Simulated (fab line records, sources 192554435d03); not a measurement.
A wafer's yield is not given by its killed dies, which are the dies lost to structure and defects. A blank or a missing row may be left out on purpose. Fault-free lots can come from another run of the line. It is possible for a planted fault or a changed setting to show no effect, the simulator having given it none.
Matching of chambers / flow n5 finfet / N5_BEOL_M5_DESCUM_33 on rie diel-04: 4 sister chambers
The step chemistry O2, time 7 s. 20 wafers are shown with their chamber, then 10 later ones without.

WAFERS, EACH WITH ITS CHAMBER
wafer=L075.3; chamber=2; showerhead plenum p Torr (Torr)=2.13; drypump motor current A (A)=6.2; throttle valve pct (%)=19.91
wafer=L075.4; chamber=1; showerhead plenum p Torr (Torr)=1.93; drypump motor current A (A)=5.7; throttle valve pct (%)=20.24
wafer=L075.6; chamber=2; showerhead plenum p Torr (Torr)=2.13; drypump motor current A (A)=6.2; throttle valve pct (%)=19.92
wafer=L076.1; chamber=1; showerhead plenum p Torr (Torr)=1.93; drypump motor current A (A)=5.7; throttle valve pct (%)=20.24
wafer=L076.3; chamber=0; showerhead plenum p Torr (Torr)=2.05; drypump motor current A (A)=5.8; throttle valve pct (%)=20.63
wafer=L076.5; chamber=2; showerhead plenum p Torr (Torr)=2.13; drypump motor current A (A)=6.2; throttle valve pct (%)=19.92
wafer=L079.3; chamber=0; showerhead plenum p Torr (Torr)=2.05; drypump motor current A (A)=5.8; throttle valve pct (%)=20.63
wafer=L079.5; chamber=1; showerhead plenum p Torr (Torr)=1.93; drypump motor current A (A)=5.7; throttle valve pct (%)=20.25
wafer=L079.6; chamber=0; showerhead plenum p Torr (Torr)=2.05; drypump motor current A (A)=5.8; throttle valve pct (%)=20.62
wafer=L080.3; chamber=0; showerhead plenum p Torr (Torr)=2.05; drypump motor current A (A)=5.8; throttle valve pct (%)=20.64
wafer=L080.4; chamber=1; showerhead plenum p Torr (Torr)=1.93; drypump motor current A (A)=5.7; throttle valve pct (%)=20.24
wafer=L080.6; chamber=2; showerhead plenum p Torr (Torr)=2.12; drypump motor current A (A)=6.2; throttle valve pct (%)=19.95
wafer=L081.3; chamber=0; showerhead plenum p Torr (Torr)=2.05; drypump motor current A (A)=5.8; throttle valve pct (%)=20.63
wafer=L081.4; chamber=2; showerhead plenum p Torr (Torr)=2.12; drypump motor current A (A)=6.2; throttle valve pct (%)=19.95
wafer=L081.5; chamber=3; showerhead plenum p Torr (Torr)=1.98; drypump motor current A (A)=5.2; throttle valve pct (%)=20.27
wafer=L083.2; chamber=3; showerhead plenum p Torr (Torr)=1.98; drypump motor current A (A)=5.2; throttle valve pct (%)=20.27
wafer=L083.5; chamber=2; showerhead plenum p Torr (Torr)=2.12; drypump motor current A (A)=6.2; throttle valve pct (%)=19.94
wafer=L083.6; chamber=1; showerhead plenum p Torr (Torr)=1.93; drypump motor current A (A)=5.7; throttle valve pct (%)=20.26
wafer=L084.1; chamber=2; showerhead plenum p Torr (Torr)=2.12; drypump motor current A (A)=6.2; throttle valve pct (%)=19.98
wafer=L084.3; chamber=3; showerhead plenum p Torr (Torr)=1.98; drypump motor current A (A)=5.1; throttle valve pct (%)=20.30

SIGNATURES, as means of the wafers listed above
reading=showerhead plenum p Torr; chamber 0=2.0500; chamber 1=1.9300; chamber 2=2.1243; chamber 3=1.9800; scatter within a chamber=0.00327
reading=drypump motor current A; chamber 0=5.800; chamber 1=5.700; chamber 2=6.200; chamber 3=5.167; scatter within a chamber=0.0204
reading=throttle valve pct; chamber 0=20.6300; chamber 1=20.2460; chamber 2=19.9386; chamber 3=20.2800; scatter within a chamber=0.017
Rule: for a wafer and a chamber, the distance is found by dividing, reading by reading, the gap between the wafer's reading and the chamber's mean by the reading's scatter, squaring, summing and taking the root. The wafer belongs to the nearest chamber; if the next one is less than 2 further off, it can't be placed. The scatter: take each reading less its chamber's mean, square it, sum over the shown wafers, divide by the number of wafers less the number of chambers, and take the root.

WAFERS WHOSE CHAMBER IS MISSING
wafer=L084.5; showerhead plenum p Torr (Torr)=1.98; drypump motor current A (A)=5.1; throttle valve pct (%)=20.30
wafer=L085.1; showerhead plenum p Torr (Torr)=1.98; drypump motor current A (A)=5.2; throttle valve pct (%)=20.29
wafer=L085.3; showerhead plenum p Torr (Torr)=1.92; drypump motor current A (A)=5.7; throttle valve pct (%)=20.25
wafer=L085.4; showerhead plenum p Torr (Torr)=1.92; drypump motor current A (A)=5.7; throttle valve pct (%)=20.27
wafer=L091.2; showerhead plenum p Torr (Torr)=2.11; drypump motor current A (A)=6.2; throttle valve pct (%)=19.98
wafer=L091.5; showerhead plenum p Torr (Torr)=1.97; drypump motor current A (A)=5.2; throttle valve pct (%)=20.29
wafer=L091.6; showerhead plenum p Torr (Torr)=2.11; drypump motor current A (A)=6.2; throttle valve pct (%)=19.99
wafer=L096.3; showerhead plenum p Torr (Torr)=2.04; drypump motor current A (A)=5.8; throttle valve pct (%)=20.33
wafer=L096.4; showerhead plenum p Torr (Torr)=1.92; drypump motor current A (A)=5.7; throttle valve pct (%)=20.30
wafer=L096.6; showerhead plenum p Torr (Torr)=2.04; drypump motor current A (A)=5.8; throttle valve pct (%)=20.31

WHICH CHAMBER EACH WENT THROUGH
wafer=L084.5; from the rows above=3; in truth=3
wafer=L085.1; from the rows above=3; in truth=3
wafer=L085.3; from the rows above=1; in truth=1
wafer=L085.4; from the rows above=1; in truth=1
wafer=L091.2; from the rows above=2; in truth=2
wafer=L091.5; from the rows above=3; in truth=3
wafer=L091.6; from the rows above=2; in truth=2
wafer=L096.3; from the rows above=0; in truth=0
wafer=L096.4; from the rows above=1; in truth=1
wafer=L096.6; from the rows above=0; in truth=0
Correctly placed: 10 of 10. From these rows, 0 cannot be placed. Placed wrongly: 0.
